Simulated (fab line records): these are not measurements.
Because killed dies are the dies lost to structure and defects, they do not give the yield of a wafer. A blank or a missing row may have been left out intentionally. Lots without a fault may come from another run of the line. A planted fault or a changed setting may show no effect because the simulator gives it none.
fab line records	flow n5Finfet
record lots=7	wafers=21
route steps=1938 shown SD_EPI_P@302 HKMG_FIN@392 MOL_CONTACT_COAG@559 BEOL_M0_SAQP@686
startH: the number of hours between the record's first day and the start of the first shown wafer of the lot	waitH: how many hours have passed since the lot's step before this one	" unchanged from the row above	L1.1+2: one row covering several wafers at once	- no value, or no start given	* or withheld: withheld	< > ~ a bound
route shown NAME@n: names a module that has steps shown in the file, with the first one's number in the route	usual: the fault-free wafers' mean and standard deviation	same: alike in all rows	chamber/n: place in a boat	sites: per-site readings	_std_site: standard deviation across them	_edge_site: outer sites' mean less inner sites'	radiusMm: how far each site lies from the wafer's centre	mask NAME#n: copy n	behind: the last tool/chamber to shape the wafer	hold: what put the lot on hold/how long, in hours/how the hold closed	device: transistor that didn't switch, given as n, p or np	end of line: the tests these same wafers got at the end of their route	where a step has no rows: the recipe by itself	killed: at the first sort, the dies lost to defects and structure; wafer yield is something else	map: a wafer's dies, marking killed ones x, the rest . and places with no die _
set.NAME: setting as actually run; set.NAME@STEP: the setting as run at that earlier step	model.NAME: the simulator's own value behind a step, which no gauge read
lots whose settings were changed on purpose; a table a step, a row a wafer
## steps
# step N5_SD_EPI_P_DEVELOP_08
# recipe developTimeS=30	developer=TMAH	resist=CAR-ArF-block	devTempC=23	rinseLiquid=diw	dry=airSpin
lot.wafer	tool	chamber	startH	waitH	set.developTimeS
L079.2+4	lithoTrack-04	0	-	-	30
L079.5	"	0	"	"	27.74
L082.1+2+6	lithoTrack-04	0	-	-	30
L084.2+4+6	lithoTrack-05	0	-	-	30
L086.3+6	lithoTrack-05	0	-	-	30
L086.5	"	0	"	"	27.46
L087.1+2	lithoTrack-01	0	-	-	27.36
L087.5	"	0	"	"	30
L088.1+3+5	lithoTrack-01	0	-	-	30
L091.2+5	lithoTrack-01	0	-	-	24.61
L091.6	"	0	"	"	30
# step N5_SD_EPI_P_CD_MEAS_09
# recipe targetCdNm=240	landingEnergyEv=500	detector=seInlens
# usual cdNm=240.0/0.8
lot.wafer	tool	chamber	startH	waitH	set.pebTimeS@SD_EPI_P_PEB_07	cdNm
L079.2	cdSem-01	0	83.78	-	60	240.0
L079.4	"	0	"	"	49.18	233.7
L079.5	"	0	"	"	49.18	233.2
L082.1	cdSem-03	0	105.30	-	60	241.9
L082.2	"	0	"	"	60	241.6
L082.6	"	0	"	"	60	240.7
L084.2	cdSem-01	0	113.60	-	60	240.3
L084.4	"	0	"	"	60	240.6
L084.6	"	0	"	"	47.96	231.5
L086.3	cdSem-01	0	125.85	-	60	240.4
L086.5	"	0	"	"	60	240.1
L086.6	"	0	"	"	60	240.1
L087.1	cdSem-02	0	135.19	-	50.19	231.4
L087.2	"	0	"	"	50.19	232.1
L087.5	"	0	"	"	50.19	234.0
L088.1	cdSem-03	0	137.44	-	60	239.3
L088.3	"	0	"	"	60	240.4
L088.5	"	0	"	"	60	239.6
L091.2	cdSem-02	0	155.79	-	55.61	235.1
L091.5	"	0	"	"	55.61	235.4
L091.6	"	0	"	"	60	238.9
# step N5_SD_EPI_P_DESCUM_14
# recipe chemistry=O2	timeS=7.9	sourcePowerW=50	biasPowerW=20	pressureMtorr=20	rfFrequencyHz=2.712e+07	tempC=40	resist=CAR-ArF-block	o2FlowSccm=225
lot.wafer	tool	chamber	startH	waitH	set.pebTimeS@SD_EPI_P_PEB_07	model.SD_EPI_P.cdNm
L079.2	rieDiel-03	1	83.92	0.1	60	240.2
L079.4	"	2	"	"	49.18	233.6
L079.5	"	0	"	"	49.18	232.8
L082.1	rieDiel-03	0	105.38	0.0	60	242.2
L082.2	"	1	"	"	60	241.4
L082.6	"	1	"	"	60	240.8
L084.2	rieDiel-06	0	113.68	0.0	60	240.2
L084.4	"	0	"	"	60	240.8
L084.6	"	2	"	"	47.96	231.8
L086.3	rieDiel-05	3	125.93	0.0	60	240.6
L086.5	"	1	"	"	60	239.8
L086.6	"	2	"	"	60	240
L087.1	rieDiel-06	0	135.34	0.1	50.19	231.2
L087.2	"	1	"	"	50.19	231.4
L087.5	"	0	"	"	50.19	233.6
L088.1	rieDiel-06	1	137.52	0.0	60	239.2
L088.3	"	3	"	"	60	240.4
L088.5	"	2	"	"	60	239.6
L091.2	rieDiel-03	3	156.01	0.2	55.61	235.4
L091.5	"	3	"	"	55.61	235.6
L091.6	"	1	"	"	60	238.8
# step N5_SD_EPI_P_ETCH_36
# recipe chemistry=CF4	target=SiARC	targetDepthA=455	maskMaterial=CAR-ArF-block	timeS=75.8	ionEnergyEv=80	pressureMtorr=40	sourceW=545	biasW=36	Ar_flow_sccm=100	cf4FlowSccm=100	ends=cleared
# step N5_SD_EPI_P_ETCH_37
# recipe chemistry=N2/H2	target=SOC	overetchA=1080	maskMaterial=SiARC	tempC=40	ionEnergyEv=100	sourceW=3000	biasW=133	pressureMtorr=20	timeS=486	n2FlowSccm=200	h2FlowSccm=200	ends=endPoint
lot.wafer	tool	chamber	startH	waitH	set.pebTimeS@SD_EPI_P_PEB_07	model.SD_EPI_P.cdNm
L079.2	rieDiel-03	1	84.01	0.0	60	240.8
L079.4	"	2	"	"	49.18	233
L079.5	"	0	"	"	49.18	231.6
L082.1	rieDiel-03	0	105.47	0.0	60	240.6
L082.2	"	1	"	"	60	241.8
L082.6	"	1	"	"	60	242.2
L084.2	rieDiel-06	0	113.78	0.0	60	241.6
L084.4	"	0	"	"	60	242.2
L084.6	"	2	"	"	47.96	232.2
L086.3	rieDiel-05	3	126.03	0.0	60	241.8
L086.5	"	1	"	"	60	238.8
L086.6	"	2	"	"	60	240.8
L087.1	rieDiel-06	0	135.43	0.0	50.19	232.2
L087.2	"	1	"	"	50.19	231.4
L087.5	"	0	"	"	50.19	233.8
L088.1	rieDiel-06	1	137.62	0.0	60	238.8
L088.3	"	3	"	"	60	240.6
L088.5	"	2	"	"	60	239.8
L091.2	rieDiel-03	3	156.10	0.0	55.61	235.8
L091.5	"	3	"	"	55.61	236.6
L091.6	"	1	"	"	60	239.6
# step N5_SD_EPI_P_STRIP_38
# recipe chemistry=N2/H2	tempC=40	n2FlowSccm=200	h2FlowSccm=200	rfFrequencyHz=6e+07
# step N5_SD_EPI_P_ETCHBACK_46
# recipe chemistry=CH3F/O2	mode=anisotropicEtchback	target=SiNx	targetDepthA=175	stopOn=SiO2	overEtchFrac=0.3	ionEnergyEv=120	pressureMtorr=30	sourceW=395	biasW=73	Ar_flow_sccm=150	CH3F_flow_sccm=30	O2_flow_sccm=20
# step N5_SD_EPI_P_ETCH_47
# recipe chemistry=CH3F/O2	target=SiOCN	targetDepthA=250	maskMaterial=SOC	ionEnergyEv=60	biasW=29	pressureMtorr=30	sourceW=410	Ar_flow_sccm=150	CH3F_flow_sccm=30	O2_flow_sccm=20
# step N5_SD_EPI_P_ETCH_16
# recipe chemistry=CHF3/O2	target=SiO2	targetDepthA=50	maskMaterial=SOC	pressureMtorr=30	sourceW=650	biasW=170	Ar_flow_sccm=200	CHF3_flow_sccm=50	O2_flow_sccm=5	ionEnergyEv=200
lot.wafer	tool	chamber	startH	waitH	set.pebTimeS@SD_EPI_P_PEB_07	model.SD_EPI_P.cdNm
L079.2	rieDiel-03	1	84.54	0.1	60	240.8
L079.4	"	2	"	"	49.18	232.8
L079.5	"	0	"	"	49.18	231.6
L082.1	rieDiel-03	0	106.00	0.1	60	240.8
L082.2	"	1	"	"	60	241.8
L082.6	"	1	"	"	60	242
L084.2	rieDiel-06	0	114.30	0.1	60	241.6
L084.4	"	0	"	"	60	242
L084.6	"	2	"	"	47.96	232.2
L086.3	rieDiel-05	3	126.55	0.1	60	241.8
L086.5	"	1	"	"	60	238.8
L086.6	"	2	"	"	60	240.8
L087.1	rieDiel-06	0	135.95	0.1	50.19	232
L087.2	"	1	"	"	50.19	231.6
L087.5	"	0	"	"	50.19	233.6
L088.1	rieDiel-06	1	138.14	0.1	60	239
L088.3	"	3	"	"	60	240.8
L088.5	"	2	"	"	60	239.8
L091.2	rieDiel-03	3	156.62	0.1	55.61	235.8
L091.5	"	3	"	"	55.61	236.8
L091.6	"	1	"	"	60	239.4
# step N5_HKMG_FIN_COAT_43
# recipe resist=CAR-ArF	spinRpm=1500	resistThkNm=90
lot.wafer	tool	chamber	startH	waitH	set.spinRpm	model.CAR-ArF_of_HKMG_FIN_COAT_43.thkNm
L079.2+5	lithoTrack-04	0	-	-	1436	92.2
L079.4	"	0	"	"	1500	90.4
L082.1+6	lithoTrack-04	0	-	-	1500	89.8
L082.2	"	0	"	"	1500	89.6
L084.2	lithoTrack-05	0	-	-	1617	86.4
L084.4	"	0	"	"	1617	86.6
L084.6	"	0	"	"	1500	89.8
L086.3+6	lithoTrack-05	0	-	-	1500	90.2
L086.5	"	0	"	"	1500	90.4
L087.1+5	lithoTrack-05	0	-	-	1500	90.2
L087.2	"	0	"	"	1500	90
L088.1	lithoTrack-05	0	-	-	1500	90
L088.3+5	"	0	"	"	1500	89.8
L091.2	lithoTrack-05	0	-	-	1500	90
L091.5+6	"	0	"	"	1552	88.2
# step N5_HKMG_FIN_EBR_45
# recipe solvent=PGMEA	ebrWidthMm=1.5
# step N5_HKMG_FIN_SOFTBAKE_44
# recipe tempC=110	timeS=60	resist=CAR-ArF
# step N5_HKMG_FIN_EXPOSE_46
# recipe maskId=NDIPOLE	na=1.35	sourceShape=conventional	sigmaOuter=0.8	polarization=unpolarized	doseMj=40
# step N5_HKMG_FIN_PEB_47
# recipe pebTempC=withheld	pebTimeS=60	resist=CAR-ArF
# step N5_HKMG_FIN_DEVELOP_48
# recipe developTimeS=30	developer=TMAH	resist=CAR-ArF	rinseLiquid=diw	dry=airSpin	devTempC=23
lot.wafer	tool	chamber	startH	waitH	set.spinRpm@HKMG_FIN_COAT_43	model.CAR-ArF_of_HKMG_FIN_COAT_43.thkNm
L079.2	lithoTrack-05	0	-	-	1436	90.4
L079.4	"	0	"	"	1500	88.6
L079.5	"	0	"	"	1436	90.6
L082.1+2+6	lithoTrack-04	0	-	-	1500	88
L084.2+4	lithoTrack-05	0	-	-	1617	84.8
L084.6	"	0	"	"	1500	88.2
L086.3	lithoTrack-05	0	-	-	1500	88.4
L086.5	"	0	"	"	1500	88.8
L086.6	"	0	"	"	1500	88.6
L087.1+2+5	lithoTrack-02	0	-	-	1500	88.4
L088.1+3	lithoTrack-05	0	-	-	1500	88.2
L088.5	"	0	"	"	1500	88
L091.2	lithoTrack-02	0	-	-	1500	88.2
L091.5	"	0	"	"	1552	86.6
L091.6	"	0	"	"	1552	86.4
# step N5_HKMG_FIN_DESCUM_53
# recipe chemistry=O2	timeS=7.9	sourcePowerW=50	biasPowerW=20	pressureMtorr=20	rfFrequencyHz=2.712e+07	tempC=40	resist=CAR-ArF	o2FlowSccm=225
# step N5_HKMG_FIN_ETCH_54
# recipe chemistry=CF4	target=SiARC	targetDepthA=455	maskMaterial=CAR-ArF	timeS=75.8	ionEnergyEv=80	pressureMtorr=40	sourceW=545	biasW=36	Ar_flow_sccm=100	cf4FlowSccm=100	ends=cleared
lot.wafer	tool	chamber	startH	waitH	set.spinRpm@HKMG_FIN_COAT_43	model.CAR-ArF_of_HKMG_FIN_COAT_43.thkNm
L079.2	rieDiel-04	3	102.04	0.0	1436	53
L079.4	"	1	"	"	1500	51
L079.5	"	3	"	"	1436	53.2
L082.1+6	rieDiel-01	3,2	123.87	0.0	1500	50.8
L082.2	"	2	"	"	1500	50.6
L084.2+4	rieDiel-01	2	132.33	0.0	1617	47.4
L084.6	"	0	"	"	1500	51
L086.3+6	rieDiel-02	3	143.25	0.0	1500	51
L086.5	"	0	"	"	1500	51.2
L087.1+2	rieDiel-01	2,1	153.37	0.0	1500	51
L087.5	"	0	"	"	1500	51.2
L088.1	rieDiel-02	2	154.42	0.0	1500	50.8
L088.3+5	"	0,3	"	"	1500	50.6
L091.2	rieDiel-02	3	174.34	0.0	1500	50.8
L091.5	"	3	"	"	1552	49.2
L091.6	"	2	"	"	1552	49
# step N5_MOL_CONTACT_COAG_ALD_27
# recipe material=SiOC	targetThkA=170	tempC=400	aldPrecursorFamily=carbosiloxane	aldCoReactant=H2-plasma	pulseTimeS=1.5	timeS=2720	purgeTimeS=2	coReactantPurgeTimeS=2	aldCycles=340	pressureTorr=2
lot.wafer	tool	chamber	startH	waitH	set.aldCycles	model.SiOC_of_MOL_CONTACT_COAG_ALD_27.thkNm
L079.2	aldSin-02	2	124.03	0.0	299	15
L079.4	"	0	"	"	340	17
L079.5	"	1	"	"	299	14.8
L082.1+2+6	aldSin-01	2,3,0	146.29	0.0	340	17
L084.2	aldSin-04	1	157.37	0.2	340	17.2
L084.4+6	"	2,1	"	"	340	17
L086.3+6	aldSin-02	0,2	164.65	0.0	340	17
L086.5	"	3	"	"	295	14.8
L087.1	aldSin-02	0	175.12	0.0	340	17
L087.2+5	"	3,2	"	"	314	15.8
L088.1	aldSin-02	1	176.90	0.0	340	16.8
L088.3+5	"	2	"	"	340	17
L091.2+5	aldSin-04	2	199.27	0.0	340	17
L091.6	"	3	"	"	293	14.6
# step N5_MOL_CONTACT_COAG_ETCHBACK_135
# recipe chemistry=CHF3	target=SiO2	targetDepthA=250	timeS=16.7	ionEnergyEv=200	pressureMtorr=30	sourceW=610	biasW=170	Ar_flow_sccm=200	CHF3_flow_sccm=50
lot.wafer	tool	chamber	startH	waitH	set.timeS	model.SOC_of_MOL_CONTACT_COAG_COAT_75.thkNm
L079.2+5	rieDiel-02	0,1	127.68	0.0	16.7	57.4
L079.4	"	1	"	"	18.66	57.2
L082.1+2	rieDiel-04	3,2	149.64	0.0	16.7	57.4
L082.6	"	0	"	"	16.7	57.2
L084.2	rieDiel-04	0	160.86	0.0	16.7	57.2
L084.4+6	"	2,0	"	"	15.27	57.8
L086.3	rieDiel-04	3	168.08	0.0	20.07	56.6
L086.5	"	2	"	"	20.07	56.4
L086.6	"	1	"	"	16.7	57
L087.1+2	rieDiel-02	3,2	180.48	0.0	16.7	57.4
L087.5	"	2	"	"	14.84	57.6
L088.1+3	rieDiel-01	0,3	181.85	0.0	14.61	57.8
L088.5	"	0	"	"	16.7	57.6
L091.2+6	rieDiel-01	1,2	202.83	0.0	13.45	57.6
L091.5	"	1	"	"	16.7	57.2
# step N5_MOL_CONTACT_COAG_COAT_34
# recipe resist=CAR-EUV	spinRpm=1500	resistThkNm=40
lot.wafer	tool	chamber	startH	waitH	set.spinRpm	model.CAR-EUV_of_MOL_CONTACT_COAG_COAT_34.thkNm
L079.2+4	lithoTrack-03	0	-	-	1500	40
L079.5	"	0	"	"	1500	39.8
L082.1+2+6	lithoTrack-03	0	-	-	1500	40.2
L084.2+6	lithoTrack-02	0	-	-	1629	38.4
L084.4	"	0	"	"	1500	40
L086.3	lithoTrack-05	0	-	-	1578	39
L086.5+6	"	0	"	"	1500	40.2
L087.1+2+5	lithoTrack-03	0	-	-	1500	40.2
L088.1+5	lithoTrack-03	0	-	-	1380	41.6
L088.3	"	0	"	"	1500	40
L091.2	lithoTrack-03	0	-	-	1500	40
L091.5+6	"	0	"	"	1500	39.8
# step N5_MOL_CONTACT_COAG_EBR_36
# recipe solvent=PGMEA	ebrWidthMm=1.5
# step N5_MOL_CONTACT_COAG_SOFTBAKE_35
# recipe tempC=110	timeS=60	resist=CAR-EUV
# step N5_MOL_CONTACT_COAG_EXPOSE_37
# recipe maskId=VD	na=0.33	sourceShape=annular	sigmaInner=0.3	sigmaOuter=0.7	polarization=unpolarized	defocusNm=0	doseMj=62
# step N5_MOL_CONTACT_COAG_PEB_38
# recipe pebTempC=100	pebTimeS=60	resist=CAR-EUV
# step N5_MOL_CONTACT_COAG_DEVELOP_39
# recipe developTimeS=30	developer=TMAH	resist=CAR-EUV	rinseLiquid=surfactantRinse	dry=airSpin	devTempC=23
lot.wafer	tool	chamber	startH	waitH	set.spinRpm@MOL_CONTACT_COAG_COAT_34	model.CAR-EUV_of_MOL_CONTACT_COAG_COAT_34.thkNm
L079.2+4+5	lithoTrack-05	0	-	-	1500	39.4
L082.1+2+6	lithoTrack-05	0	-	-	1500	39.8
L084.2+6	lithoTrack-02	0	-	-	1629	38
L084.4	"	0	"	"	1500	39.4
L086.3	lithoTrack-02	0	-	-	1578	38.6
L086.5	"	0	"	"	1500	39.8
L086.6	"	0	"	"	1500	39.6
L087.1+2	lithoTrack-03	0	-	-	1500	39.8
L087.5	"	0	"	"	1500	39.6
L088.1+5	lithoTrack-05	0	-	-	1380	41.2
L088.3	"	0	"	"	1500	39.6
L091.2+5+6	lithoTrack-05	0	-	-	1500	39.4
# step N5_BEOL_M0_SAQP_EXPOSE_37
# recipe maskId=M0_CUT1	na=0.33	sourceShape=annular	sigmaInner=0.35	sigmaOuter=0.8	polarization=unpolarized	targetCdNm=30	doseMj=44.75
lot.wafer	tool	chamber	startH	waitH	mask	set.doseMj
L079.2+4+5	euvScanner-02	0	140.01	-	M0_CUT1#0	44.75
L082.1+2+6	euvScanner-01	0	161.15	-	M0_CUT1#0	44.75
L084.2+4+6	euvScanner-02	0	171.86	-	M0_CUT1#0	44.75
L086.3+5+6	euvScanner-02	0	181.27	-	M0_CUT1#0	44.75
L087.1+5	euvScanner-01	0	193.65	-	M0_CUT1#0	42.46
L087.2	"	0	"	"	M0_CUT1#0	44.75
L088.1+5	euvScanner-01	0	196.33	-	M0_CUT1#0	47.05
L088.3	"	0	"	"	M0_CUT1#0	44.75
L091.2	euvScanner-02	0	217.95	-	M0_CUT1#0	44.75
L091.5+6	"	0	"	"	M0_CUT1#0	46.57
# step N5_BEOL_M0_SAQP_PEB_38
# recipe pebTempC=100	pebTimeS=60	resist=CAR-EUV
# step N5_BEOL_M0_SAQP_DEVELOP_39
# recipe developTimeS=30	developer=TMAH	resist=CAR-EUV	rinseLiquid=surfactantRinse	dry=airSpin	devTempC=23
# step N5_BEOL_M0_SAQP_CD_MEAS_40
# recipe targetCdNm=30	landingEnergyEv=500	detector=seInlens
# usual cdNm=29.99/0.28
lot.wafer	tool	chamber	startH	waitH	set.doseMj@BEOL_M0_SAQP_EXPOSE_37	cdNm
L079.2	cdSem-02	0	140.14	-	44.75	30.12
L079.4	"	0	"	"	44.75	30.14
L079.5	"	0	"	"	44.75	29.99
L082.1	cdSem-01	0	161.29	-	44.75	29.82
L082.2	"	0	"	"	44.75	29.77
L082.6	"	0	"	"	44.75	29.85
L084.2	cdSem-02	0	171.99	-	44.75	29.93
L084.4	"	0	"	"	44.75	29.73
L084.6	"	0	"	"	44.75	29.80
L086.3	cdSem-03	0	181.39	-	44.75	29.80
L086.5	"	0	"	"	44.75	30.16
L086.6	"	0	"	"	44.75	29.97
L087.1	cdSem-02	0	193.78	-	42.46	29.21
L087.2	"	0	"	"	44.75	29.88
L087.5	"	0	"	"	42.46	29.11
L088.1	cdSem-01	0	196.47	-	47.05	30.85
L088.3	"	0	"	"	44.75	30.25
L088.5	"	0	"	"	47.05	31.02
L091.2	cdSem-03	0	218.08	-	44.75	29.85
L091.5	"	0	"	"	46.57	30.72
L091.6	"	0	"	"	46.57	30.59
# step N5_BEOL_M0_SAQP_DESCUM_45
# recipe chemistry=O2	timeS=7	sourcePowerW=50	biasPowerW=20	pressureMtorr=20	rfFrequencyHz=2.712e+07	tempC=40	resist=CAR-EUV	o2FlowSccm=225
lot.wafer	tool	chamber	startH	waitH	set.doseMj@BEOL_M0_SAQP_EXPOSE_37	model.BEOL_M0_SAQP.cdNm
L079.2+5	rieDiel-05	1	140.66	0.4	44.75	30
L079.4	"	0	"	"	44.75	30.2
L082.1+6	rieDiel-03	0	161.53	0.2	44.75	29.8
L082.2	"	3	"	"	44.75	29.6
L084.2	rieDiel-03	1	172.11	0.0	44.75	30.2
L084.4	"	3	"	"	44.75	30
L084.6	"	0	"	"	44.75	29.8
L086.3	rieDiel-06	2	181.51	0.0	44.75	30.2
L086.5+6	"	1,0	"	"	44.75	30
L087.1	rieDiel-05	0	193.90	0.0	42.46	29
L087.2	"	2	"	"	44.75	30
L087.5	"	3	"	"	42.46	29.2
L088.1+5	rieDiel-03	3,0	196.59	0.0	47.05	31.2
L088.3	"	0	"	"	44.75	30.2
L091.2	rieDiel-03	1	218.20	0.0	44.75	30.2
L091.5	"	1	"	"	46.57	30.8
L091.6	"	3	"	"	46.57	31
# step N5_BEOL_M0_SAQP_ETCH_88
# recipe chemistry=N2/H2	target=underlayer	targetDepthA=65	timeS=5.2	ionEnergyEv=200	maskMaterial=CAR-EUV	pressureMtorr=30	sourceW=840	biasW=150	n2FlowSccm=200	h2FlowSccm=200	ends=cleared
lot.wafer	tool	chamber	startH	waitH	set.doseMj@BEOL_M0_SAQP_EXPOSE_37	model.BEOL_M0_SAQP.cdNm
L079.2	rieDiel-05	1	140.70	0.0	44.75	29.8
L079.4	"	0	"	"	44.75	30.2
L079.5	"	1	"	"	44.75	30
L082.1+2	rieDiel-03	0,3	161.57	0.0	44.75	29.8
L082.6	"	0	"	"	44.75	30
L084.2	rieDiel-03	1	172.14	0.0	44.75	30.2
L084.4	"	3	"	"	44.75	30
L084.6	"	0	"	"	44.75	29.8
L086.3	rieDiel-06	2	181.54	0.0	44.75	30.2
L086.5+6	"	1,0	"	"	44.75	30
L087.1+5	rieDiel-05	0,3	193.94	0.0	42.46	29
L087.2	"	2	"	"	44.75	30
L088.1	rieDiel-03	3	196.62	0.0	47.05	31.2
L088.3	"	0	"	"	44.75	30.2
L088.5	"	0	"	"	47.05	31.4
L091.2	rieDiel-03	1	218.24	0.0	44.75	30.2
L091.5+6	"	1,3	"	"	46.57	30.8
# step N5_BEOL_M0_SAQP_ETCH_73
# recipe chemistry=CF4	target=SiARC	targetDepthA=195	maskMaterial=CAR-EUV	timeS=32.5	ionEnergyEv=80	pressureMtorr=40	sourceW=545	biasW=36	Ar_flow_sccm=100	cf4FlowSccm=100	ends=cleared
lot.wafer	tool	chamber	startH	waitH	set.doseMj@BEOL_M0_SAQP_EXPOSE_37	model.BEOL_M0_SAQP.cdNm
L079.2	rieDiel-05	1	140.71	0.0	44.75	30
L079.4+5	"	0,1	"	"	44.75	30.2
L082.1+6	rieDiel-03	0	161.58	0.0	44.75	30
L082.2	"	3	"	"	44.75	29.6
L084.2	rieDiel-03	1	172.16	0.0	44.75	30
L084.4	"	3	"	"	44.75	29.8
L084.6	"	0	"	"	44.75	29.6
L086.3	rieDiel-06	2	181.56	0.0	44.75	30.2
L086.5+6	"	1,0	"	"	44.75	30
L087.1	rieDiel-05	0	193.96	0.0	42.46	29
L087.2	"	2	"	"	44.75	30
L087.5	"	3	"	"	42.46	28.8
L088.1	rieDiel-03	3	196.64	0.0	47.05	31
L088.3	"	0	"	"	44.75	30
L088.5	"	0	"	"	47.05	31.2
L091.2	rieDiel-03	1	218.26	0.0	44.75	30.2
L091.5+6	"	1,3	"	"	46.57	30.8
## key
split step=N5_SD_EPI_P_DEVELOP_08	setting=developTimeS	stated=30	by=wafer
response none clear
split step=N5_HKMG_FIN_COAT_43	setting=spinRpm	stated=1500	by=wafer
response step=N5_HKMG_FIN_COAT_43	reading=model.CAR-ArF_of_HKMG_FIN_COAT_43.thkNm	change=-0.436	per=1%	r=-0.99
response step=N5_HKMG_FIN_DEVELOP_48	reading=model.CAR-ArF_of_HKMG_FIN_COAT_43.thkNm	change=-0.445	per=1%	r=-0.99
response step=N5_HKMG_FIN_ETCH_54	reading=model.CAR-ArF_of_HKMG_FIN_COAT_43.thkNm	change=-0.471	per=1%	r=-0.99
split step=N5_MOL_CONTACT_COAG_ALD_27	setting=aldCycles	stated=340	by=wafer
response step=N5_MOL_CONTACT_COAG_ALD_27	reading=model.SiOC_of_MOL_CONTACT_COAG_ALD_27.thkNm	change=+0.17	per=1%	r=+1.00
split step=N5_MOL_CONTACT_COAG_ETCHBACK_135	setting=timeS	stated=16.7	by=wafer
response step=N5_MOL_CONTACT_COAG_ETCHBACK_135	reading=model.SOC_of_MOL_CONTACT_COAG_COAT_75.thkNm	change=-0.0236	per=1%	r=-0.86
split step=N5_MOL_CONTACT_COAG_COAT_34	setting=spinRpm	stated=1500	by=wafer
response step=N5_MOL_CONTACT_COAG_COAT_34	reading=model.CAR-EUV_of_MOL_CONTACT_COAG_COAT_34.thkNm	change=-0.199	per=1%	r=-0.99
response step=N5_MOL_CONTACT_COAG_DEVELOP_39	reading=model.CAR-EUV_of_MOL_CONTACT_COAG_COAT_34.thkNm	change=-0.185	per=1%	r=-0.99
split step=N5_BEOL_M0_SAQP_EXPOSE_37	setting=doseMj	stated=44.75	by=wafer
response step=N5_BEOL_M0_SAQP_CD_MEAS_40	reading=cdNm	change=+0.152	per=1%	r=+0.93
response step=N5_BEOL_M0_SAQP_DESCUM_45	reading=model.BEOL_M0_SAQP.cdNm	change=+0.182	per=1%	r=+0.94
response step=N5_BEOL_M0_SAQP_ETCH_88	reading=model.BEOL_M0_SAQP.cdNm	change=+0.191	per=1%	r=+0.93
response step=N5_BEOL_M0_SAQP_ETCH_73	reading=model.BEOL_M0_SAQP.cdNm	change=+0.198	per=1%	r=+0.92
split outsideThisFile step=N5_SD_EPI_P_PEB_07 setting=pebTimeS
# split outsideThisFile: this setting was split too, and the file shows its column; the key of that split is in another file
